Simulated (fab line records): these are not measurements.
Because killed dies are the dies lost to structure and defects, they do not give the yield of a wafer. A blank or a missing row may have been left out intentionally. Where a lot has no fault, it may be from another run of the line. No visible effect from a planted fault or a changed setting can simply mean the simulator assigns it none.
Chamber matching + flow n5 finfet + N5_BEOL_M8_ETCH_72 on rie diel-05 has 4 sister chambers
The step etches underlayer in N2/H2, target depth 6.5 nm, time 5.2 s. 4 wafers are shown with their chamber, then 9 later ones without.

== EACH WAFER AND ITS CHAMBER ==
| wafer  | chamber | drypump motor current A (A) |
|--------|---------|-----------------------------|
| L076.6 | 2       | 5.8                         |
| L082.1 | 3       | 6.3                         |
| L082.4 | 1       | 5.6                         |
| L082.5 | 0       | 4.7                         |

== WAFERS MISSING THEIR CHAMBER ==
| wafer  | drypump motor current A (A) |
|--------|-----------------------------|
| L092.1 | 4.7                         |
| L092.2 | 5.7                         |
| L092.5 | 6.3                         |
| L095.1 | 5.7                         |
| L095.4 | 4.8                         |
| L095.6 | 4.7                         |
| L096.2 | 6.3                         |
| L096.3 | 4.7                         |
| L096.4 | 5.8                         |

== EACH ONE'S CHAMBER ==
| wafer  | from the rows above     | in truth |
|--------|-------------------------|----------|
| L092.1 | 0                       | 0        |
| L092.2 | can't be placed: 2 or 1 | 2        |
| L092.5 | 3                       | 3        |
| L095.1 | can't be placed: 2 or 1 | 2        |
| L095.4 | 0                       | 0        |
| L095.6 | 0                       | 0        |
| L096.2 | 3                       | 3        |
| L096.3 | 0                       | 0        |
| L096.4 | 2                       | 2        |
Correct placement for 7 of the 9. These rows do not allow placing 2 (true chamber among the candidates in 2). Number placed wrongly: 0.
How it was worked out, from the rows above alone: a wafer's distance from a chamber is the root of the sum, over the readings, of the square of ((its reading less the chamber's mean) divided by the reading's scatter). The wafer belongs to the nearest chamber; if the next one is less than 2 further off, it can't be placed. For every chamber, the mean is computed from those of its wafers that are shown. The scatter (one wafer shown for each chamber): square how far every hidden wafer sits from the nearest shown wafer, average those squares and take the square root.
